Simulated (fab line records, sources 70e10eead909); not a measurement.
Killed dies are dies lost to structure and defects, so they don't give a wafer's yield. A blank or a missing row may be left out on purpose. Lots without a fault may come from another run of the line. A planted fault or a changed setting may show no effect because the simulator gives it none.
fab line records | flow nand_harc
record lots=6 wafers=18 last_day=34
route steps=1302 shown A_STAIRCASE@841 END@1302
lots that met no fault: from a run of the same line without faults
start_h: hours from the record's first day to the start of the lot's first wafer shown | wait_h: hours since the lot's step before | " the same as in the row above | L1.1+2: a row that stands for several wafers | - no value, or no start given | * or withheld: withheld | < > ~ a bound
route shown NAME@n: a module of which the file shows steps, and the number in the route of the first | usual: mean/standard deviation of fault-free wafers | same: alike in all rows | chamber/n: place in a boat | sites: the reading at each site | _std_site: their standard deviation | _edge_site: outer sites' mean less inner sites' | radius_mm: how far each site lies from the wafer's centre | mask NAME#n: copy n | behind: the tool/chamber that last shaped the wafer | hold: why the lot was held/for how many hours/how that ended | device: the transistor (n, p or np) that didn't switch | end of line: the same wafers' tests at the end of the route | a step without rows: its recipe alone | killed: dies lost to structure and defects at the first sort, not the wafer's yield | map: a wafer's dies, x killed, . not, _ none there
set.NAME: the setting as run; set.NAME@STEP: as run at that earlier step | model.NAME: the simulator's own value behind a step, which no gauge read
lots at some steps of the route; a table a step, a row a wafer
services: from which hour (start_h, from the record's first day; less than 0 if before it) a tool's chamber was out of use, for how many hours, and why
## steps
# step NHARC_A_STAIRCASE_ALD_415
# recipe target_thk_a=300 pulse_time_s=6 ald_cycles=300 temp_c=300 material=SiO2
# usual heater_power_w=478/52 precursor_pulse_height_rel=1.000/0.021
# columns lot.wafer tool chamber start_h wait_h heater_power_w precursor_pulse_height_rel
L990.3 ald_hk-01 1 413.00 2.5 465 0.993
L990.2 " 3 " " 434 1.028
L990.6 " 2 " " 425 1.008
L991.1 ald_hk-03 1 430.51 0.1 505 0.992
L991.3 " 2 " " 449 0.964
L991.2 " 3 " " 455 0.969
L995.2 ald_hk-04 2 476.42 0.1 569 0.996
L995.4 " 1 " " 520 1.010
L995.6 " 2 " " 550 1.003
L997.1 ald_hk-04 3 487.74 0.3 545 1.039
L997.5 " 2 " " 543 1.004
L997.6 " 3 " " 550 1.016
L105.4 ald_hk-03 2 565.44 0.1 462 1.013
L105.5 " 2 " " 453 0.992
L105.6 " 3 " " 467 1.005
L110.2 ald_hk-01 3 621.55 3.6 443 1.006
L110.3 " 0 " " 398 0.972
L110.1 " 1 " " 490 0.991
# step NHARC_A_STAIRCASE_ETCHBACK_416
# recipe target_depth_a=360 time_s=7.2 c4f8_flow_sccm=withheld o2_flow_sccm=8 ar_flow_sccm=withheld rf_w=600 bias_w=800 chemistry=C4F8/O2/Ar
# usual oes_product_au=0.94/0.032 rf_vpp_V=725/4
# columns lot.wafer tool chamber start_h wait_h oes_product_au rf_hours_counter_h rf_vpp_V
L990.2 rie_diel-02 1 - - 0.99 4 719
L990.3 " 2 " " 0.99 4 721
L990.6 " 0 " " 1.01 - 729
L991.2 rie_diel-02 0 - - 0.93 11 729
L991.3 " 1 " " 0.92 12 719
L991.1 " 2 " " 0.92 10 720
L995.2 rie_diel-12 1 - - 0.99 10 724
L995.4 " 0 " " 1.00 - 723
L995.6 " 1 " " 0.99 - 724
L997.1 rie_diel-12 1 - - 0.92 13 724
L997.6 " 1 " " 0.92 - 725
L997.5 " 2 " " 0.93 - 727
L105.6 rie_diel-09 3 - - 0.93 - 729
L105.4 " 1 " " 0.94 - 720
L105.5 " 2 " " 0.93 - 722
L110.2 rie_diel-09 3 - - 0.93 39 729
L110.1 " 0 " " 0.92 34 727
L110.3 " 2 " " 0.93 37 722
# step NHARC_A_STAIRCASE_STRIP_476
# recipe time_s=20 o2_flow_sccm=500 ar_flow_sccm=0 bias_w=0 chemistry=O2
# usual drypump_motor_current_A=5.86/0.25 oes_product_au=1.000/0.011 rf_vpp_V=57.9/0.91 showerhead_plenum_p_Torr=3.59/0.13 throttle_valve_pct=17.036/0.0086
# columns lot.wafer tool chamber start_h wait_h drypump_motor_current_A oes_product_au rf_hours_counter_h rf_vpp_V showerhead_plenum_p_Torr throttle_valve_pct
L990.3 rie_diel-02 1 415.20 0.1 5.65 0.977 4 57.9 3.37 17.037
L990.2 " 2 " " 5.77 0.990 4 59.0 3.44 17.043
L990.6 " 1 " " 5.66 0.990 - 56.9 3.37 17.041
L991.2 rie_diel-02 2 432.69 0.1 5.79 0.992 10 56.4 3.44 17.041
L991.3 " 3 " " 5.25 0.998 10 58.3 3.65 17.047
L991.1 " 1 " " 5.61 0.992 12 57.6 3.36 17.031
L995.2 rie_diel-12 3 478.71 0.1 5.90 0.988 8 58.2 3.80 17.032
L995.4 " 3 " " 5.89 0.993 - 58.6 3.80 17.027
L995.6 " 0 " " 5.69 1.003 - 57.7 3.55 17.028
L997.1 rie_diel-12 0 489.70 0.1 5.70 0.992 10 58.8 3.55 17.038
L997.5 " 2 " " 5.66 1.004 - 56.0 3.61 17.027
L997.6 " 3 " " 5.90 0.987 - 58.2 3.80 17.035
L105.6 rie_diel-09 1 567.64 0.1 5.87 1.003 - 57.2 3.42 17.020
L105.5 " 2 " " 6.48 0.988 - 57.1 3.51 17.027
L105.4 " 3 " " 5.84 1.004 - 58.8 3.73 17.037
L110.3 rie_diel-09 0 623.49 0.1 5.97 1.008 34 57.8 3.61 17.046
L110.1 " 1 " " 5.91 1.008 40 59.0 3.40 17.039
L110.2 " 2 " " 6.48 0.999 37 58.4 3.50 17.032
# step NHARC_A_STAIRCASE_DEP_417
# recipe target_thk_a=600 step_coverage_pct=20 temp_c=400 target_thk_nm=60 flow_sccm=200 rf_w=450 material=Si3N4
# usual heater_power_outer_w=402/49 heater_power_w=688/57
# columns lot.wafer tool chamber start_h wait_h heater_power_outer_w heater_power_w
L990.2 pecvd-01 0 415.30 - 420 673
L990.3 " 2 " " 349 607
L990.6 " 1 " " 392 687
L991.2 pecvd-02 0 432.81 - 404 710
L991.3 " 1 " " 429 715
L991.1 " 2 " " 409 730
L995.2 pecvd-03 1 478.81 - 468 774
L995.4 " 1 " " 467 783
L995.6 " 0 " " 444 738
L997.1 pecvd-01 1 489.79 - 366 626
L997.5 " 2 " " 452 725
L997.6 " 0 " " 442 694
L105.5 pecvd-01 2 567.86 - 400 698
L105.4 " 0 " " 404 643
L105.6 " 1 " " 345 620
L110.3 pecvd-01 1 623.58 - 409 725
L110.1 " 2 " " 453 743
L110.2 " 0 " " 440 712
# step NHARC_A_STAIRCASE_WET_418
# recipe temp_c=160 target_depth_a=200 chemistry=H3PO4
# step NHARC_A_STAIRCASE_PRECLEAN_419
# recipe time_s=* temp_c=50 bath_age_min=0 chemistry=SC1
# step NHARC_A_STAIRCASE_SRD_421
# step NHARC_A_STAIRCASE_ALD_420
# recipe target_thk_a=200 pulse_time_s=6 ald_cycles=200 temp_c=300 material=SiO2
# step NHARC_A_STAIRCASE_CVD_552
# recipe target_thk_a=400 temp_c=700 pressure_mtorr=300 material=SiNx
# step NHARC_A_STAIRCASE_DEP_151
# recipe target_thk_a=72000 temp_c=400 target_thk_nm=7200 teos_flow_sccm=200 rf_w=500 material=SiO2
# usual heater_power_outer_w=362/51 heater_power_w=640/60
# columns lot.wafer tool chamber start_h wait_h heater_power_outer_w heater_power_w
L990.2 pecvd-02 0 427.77 0.4 353 646
L990.3 " 1 " " 417 664
L990.6 " 1 " " 360 627
L991.3 pecvd-01 2 445.71 0.4 397 663
L991.1 " 0 " " 369 615
L991.2 " 1 " " 384 646
L995.2 pecvd-02 1 490.32 0.6 477 750
L995.6 " 2 " " 288 574
L995.4 " 1 " " 370 621
L997.1 pecvd-02 2 498.54 0.4 380 711
L997.6 " 2 " " 292 583
L997.5 " 1 " " 374 620
L105.5 pecvd-02 2 578.41 0.7 282 574
L105.4 " 0 " " 299 571
L105.6 " 1 " " 366 628
L110.3 pecvd-01 1 638.50 0.4 319 584
L110.1 " 2 " " 410 686
L110.2 " 0 " " 358 599
# step NHARC_A_STAIRCASE_ANNEAL_320
# recipe temp_c=750 time_s=1800
# step NHARC_A_STAIRCASE_DEP_322
# recipe target_thk_a=72000 temp_c=400 target_thk_nm=7200 teos_flow_sccm=200 rf_w=500 material=SiO2
# usual heater_power_outer_w=361/51 heater_power_w=639/59
# columns lot.wafer tool chamber start_h wait_h heater_power_outer_w heater_power_w
L990.2 pecvd-02 2 437.40 0.2 365 678
L990.3 " 0 " " 356 663
L990.6 " 1 " " 372 623
L991.3 pecvd-03 0 453.53 0.1 412 720
L991.2 " 1 " " 428 719
L991.1 " 2 " " 346 658
L995.2 pecvd-02 0 497.57 0.2 - -
L995.4 " 2 " " - -
L995.6 " 1 " " - -
L997.1 pecvd-03 1 509.18 0.3 - -
L997.5 " 2 " " - -
L997.6 " 0 " " - -
L105.6 pecvd-01 0 585.78 0.3 336 565
L105.5 " 1 " " 316 581
L105.4 " 2 " " 362 642
L110.2 pecvd-01 1 647.27 0.1 375 673
L110.3 " 2 " " 445 740
L110.1 " 0 " " 438 715
# step NHARC_A_STAIRCASE_ANNEAL_323
# recipe temp_c=750 time_s=1800
# step NHARC_END_SORT_01
# recipe temp_c=25
# usual defect_limited_yield=91.2/2.8 killed_at_array=56/19 killed_at_other=0.8/1.1 killed_at_periphery=3.4/2.5 killed_dies=60/19 killed_open=2.9/1.7 killed_short=2.4/1.6
# same gross_dies=677
# columns lot.wafer tool chamber start_h wait_h defect_limited_yield[%] killed_at_array killed_at_other killed_at_periphery killed_dies killed_open killed_short
L990.2 prober-02 0 584.27 2.8 92.0 47 0 7 54 5 1
L990.3 prober-02 0 585.08 3.1 92.3 48 0 4 52 3 4
L990.6 prober-02 0 587.49 4.0 93.2 41 1 4 46 6 2
L991.1 prober-01 0 601.69 2.5 88.0 79 0 2 81 2 8
L991.2 prober-01 0 602.49 2.8 88.2 74 1 5 80 5 4
L991.3 prober-01 0 603.29 3.1 90.0 67 0 1 68 3 1
L105.4 prober-02 0 740.34 3.4 90.1 63 2 2 67 3 0
L105.5 prober-02 0 741.14 3.7 91.7 53 1 2 56 2 1
L105.6 prober-02 0 741.94 4.0 89.4 69 0 3 72 8 6
L110.1 prober-02 0 807.50 2.5 89.4 67 3 2 72 4 1
L110.2 prober-02 0 808.30 2.8 90.0 64 0 4 68 4 1
L110.3 prober-02 0 809.10 3.1 91.3 56 0 3 59 0 3
# killed by level:class
L990.2 A_CHANNEL_HOLE_D2:chamber_film_flake=29 P_GATE:chamber_film_flake=4 A_M1:chamber_film_flake=4 A_SOURCE_PLATE:geometric_particle:open=2 P_M1:chamber_film_flake=2 A_CHANNEL_HOLE_D1:chamber_film_flake=2 A_CONTACT:chamber_film_flake=2 P_GATE:geometric_particle:open=1
L990.3 A_CHANNEL_HOLE_D2:chamber_film_flake=36 A_STAIRCASE:chamber_film_flake=3 A_WL_FILL:geometric_particle:short=2 P_GATE:chamber_film_flake=2 P_M0:geometric_particle:short=1 A_ONON_D2:geometric_particle:open=1 A_CHANNEL_FILL_D2:geometric_particle:short=1 A_SGD_CUT:geometric_particle:open=1
L990.6 A_CHANNEL_HOLE_D2:chamber_film_flake=26 A_CHANNEL_HOLE_D1:chamber_film_flake=4 A_CHANNEL_FILL_D2:geometric_particle:open=2 P_GATE:chamber_film_flake=2 A_M1:chamber_film_flake=2 P_M0:geometric_particle:open=1 A_DECK1_JOINT:geometric_particle:open=1 A_DECK1_JOINT:geometric_particle:short=1
L991.1 A_SLIT:chamber_film_flake=34 A_CHANNEL_HOLE_D2:chamber_film_flake=25 A_STAIRCASE:chamber_film_flake=8 A_ONON_D1:geometric_particle:short=3 A_WL_FILL:geometric_particle:short=2 P_STI:geometric_particle:short=1 A_ONON_D2:geometric_particle:open=1 A_CHANNEL_HOLE_D2:geometric_particle:short=1
L991.2 A_SLIT:chamber_film_flake=36 A_CHANNEL_HOLE_D2:chamber_film_flake=22 A_STAIRCASE:chamber_film_flake=4 P_GATE:chamber_film_flake=2 A_CHANNEL_HOLE_D1:chamber_film_flake=2 A_DECK1_JOINT:chamber_film_flake=2 A_CHANNEL_FILL_D2:chamber_film_flake=2 P_STI:geometric_particle:short=1
L991.3 A_SLIT:chamber_film_flake=32 A_CHANNEL_HOLE_D2:chamber_film_flake=26 P_CONTACT:geometric_particle:open=1 A_CHANNEL_FILL_D1:geometric_particle:open=1 A_CHANNEL_FILL_D1:geometric_particle:short=1 A_ONON_D2:geometric_particle:open=1 A_CHANNEL_HOLE_D1:chamber_film_flake=1 A_CHANNEL_FILL_D1:chamber_film_flake=1
L105.4 A_SLIT:chamber_film_flake=28 A_CHANNEL_HOLE_D2:chamber_film_flake=17 A_BONDPAD:chamber_film_flake=5 A_CHANNEL_HOLE_D1:chamber_film_flake=5 A_CONTACT:chamber_film_flake=3 A_STAIRCASE:chamber_film_flake=2 THIN_TSV:chamber_film_flake=2 A_DECK1_JOINT:geometric_particle:open=1
L105.5 A_SLIT:chamber_film_flake=23 A_CHANNEL_HOLE_D2:chamber_film_flake=14 A_CHANNEL_HOLE_D1:chamber_film_flake=7 A_CONTACT:chamber_film_flake=3 P_BONDPAD:chamber_film_flake=2 A_BONDPAD:chamber_film_flake=2 A_CHANNEL_HOLE_D2:geometric_particle:open=1 A_WL_FILL:geometric_particle:short=1
L105.6 A_SLIT:chamber_film_flake=23 A_CHANNEL_HOLE_D2:chamber_film_flake=16 A_CHANNEL_HOLE_D1:chamber_film_flake=7 A_CONTACT:chamber_film_flake=6 A_STAIRCASE:chamber_film_flake=3 A_BONDPAD:chamber_film_flake=3 P_M0:geometric_particle:open=2 A_WL_FILL:geometric_particle:short=2
L110.1 A_CHANNEL_HOLE_D2:chamber_film_flake=33 A_SLIT:chamber_film_flake=12 A_CONTACT:chamber_film_flake=6 A_SGD_CUT:chamber_film_flake=5 A_CHANNEL_FILL_D1:chamber_film_flake=4 THIN_TSV:chamber_film_flake=3 P_GATE:chamber_film_flake=2 A_ONON_D1:geometric_particle:open=1
L110.2 A_CHANNEL_HOLE_D2:chamber_film_flake=32 A_SLIT:chamber_film_flake=7 A_STAIRCASE:chamber_film_flake=6 A_SGD_CUT:chamber_film_flake=6 A_CONTACT:chamber_film_flake=4 P_ZERO_WELL:chamber_film_flake=3 A_CHANNEL_FILL_D1:chamber_film_flake=2 A_CHANNEL_HOLE_D1:geometric_particle:short=1
L110.3 A_CHANNEL_HOLE_D2:chamber_film_flake=35 A_SLIT:chamber_film_flake=10 A_SGD_CUT:chamber_film_flake=3 A_WL_FILL:geometric_particle:short=2 A_CHANNEL_FILL_D2:chamber_film_flake=2 A_SLIT:geometric_particle:short=1 P_ZERO_WELL:chamber_film_flake=1 P_GATE:chamber_film_flake=1
## services
# columns tool chamber start_h hours kind
rie_diel-02 - 393.85 9.0 pm
ald_hk-03 - 405.19 10.0 pm
pecvd-02 - 408.00 13.0 pm
pecvd-03 - 431.39 5.5 repair
ald_hk-04 - 435.18 10.0 pm
rie_diel-12 - 445.96 9.0 pm
pecvd-02 - 455.62 4.2 repair
rie_diel-12 2 474.63 9.5 repair
ald_hk-01 - 475.78 10.0 pm
rie_diel-09 1 490.75 10.6 repair
pecvd-01 - 492.00 13.0 pm
rie_diel-09 0 497.32 16.6 repair
rie_diel-09 - 497.91 9.0 pm
pecvd-03 - 547.06 13.0 pm
pecvd-01 - 551.01 1.0 repair
rie_diel-09 0 566.90 9.3 repair
rie_diel-02 - 570.88 9.0 pm
pecvd-02 - 576.44 1.1 repair
ald_hk-03 - 583.19 10.0 pm
pecvd-02 - 589.00 13.0 pm
ald_hk-04 - 613.21 10.0 pm
pecvd-01 - 614.32 0.3 repair
rie_diel-12 - 622.96 9.0 pm
pecvd-03 - 636.39 3.1 repair
## key
first_sign step=NHARC_A_STAIRCASE_DEP_322 reading=tool_record direction=missing
effect none on later readings
met_at NHARC_A_STAIRCASE_DEP_322
struck_wafers L995.2,L995.4,L995.6,L997.1,L997.5,L997.6
scrapped_behind NHARC_A_STAIRCASE_BOW_MEAS_324 L995.2,L995.4,L995.6,L997.1,L997.5,L997.6
onset_between 453.53 497.57
fault kind=skipped_step_whole tool=pecvd-02,pecvd-03 chamber=- onset_h=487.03 steps=NHARC_A_STAIRCASE_DEP_322 scope=struck_lots_only
